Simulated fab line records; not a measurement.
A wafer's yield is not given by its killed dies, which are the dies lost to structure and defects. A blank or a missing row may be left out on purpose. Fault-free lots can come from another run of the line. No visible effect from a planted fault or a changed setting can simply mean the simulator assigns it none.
Matching of chambers | flow n5_finfet | 4 sister chambers for N5_BEOL_M3_ETCH_63 on rie_diel-04
The step etches SiARC in CF4, target depth 15.6 nm, time 26 s. 4 wafers are shown with their chamber, then 9 later ones without.

== WAFERS WITH THEIR CHAMBER ==
wafer  | chamber | drypump_motor_current_A (A)
L082.6 | 2       | 6.3
L086.1 | 3       | 6.1
L086.3 | 0       | 5.1
L086.4 | 1       | 5.0

== WAFERS WITHOUT THEIR CHAMBER ==
wafer  | drypump_motor_current_A (A)
L088.3 | 6.1
L088.5 | 5.1
L088.6 | 5.0
L090.3 | 6.1
L090.5 | 6.1
L090.6 | 6.3
L095.1 | 5.0
L095.5 | 6.3
L095.6 | 6.0

== CHAMBER TAKEN BY EACH ==
wafer  | from the rows above | in truth
L088.3 | 3                   | 3
L088.5 | 0                   | 0
L088.6 | 1                   | 1
L090.3 | 3                   | 3
L090.5 | 3                   | 3
L090.6 | 2                   | 2
L095.1 | 1                   | 1
L095.5 | 2                   | 2
L095.6 | 3                   | 3
Placed correctly: 9 of 9. Not placeable from these rows: 0. 0 placed wrongly.
How it was worked out, from the rows above alone: a wafer's distance from a chamber is the root of the sum, over the readings, of the square of ((its reading less the chamber's mean) divided by the reading's scatter). The wafer belongs to the nearest chamber; if the next one is less than 2 further off, it can't be placed. The mean given for a chamber averages the wafers shown for that chamber. The scatter: with one shown wafer a chamber, the root of the mean of the squares of how far each hidden wafer lies from its nearest shown one.
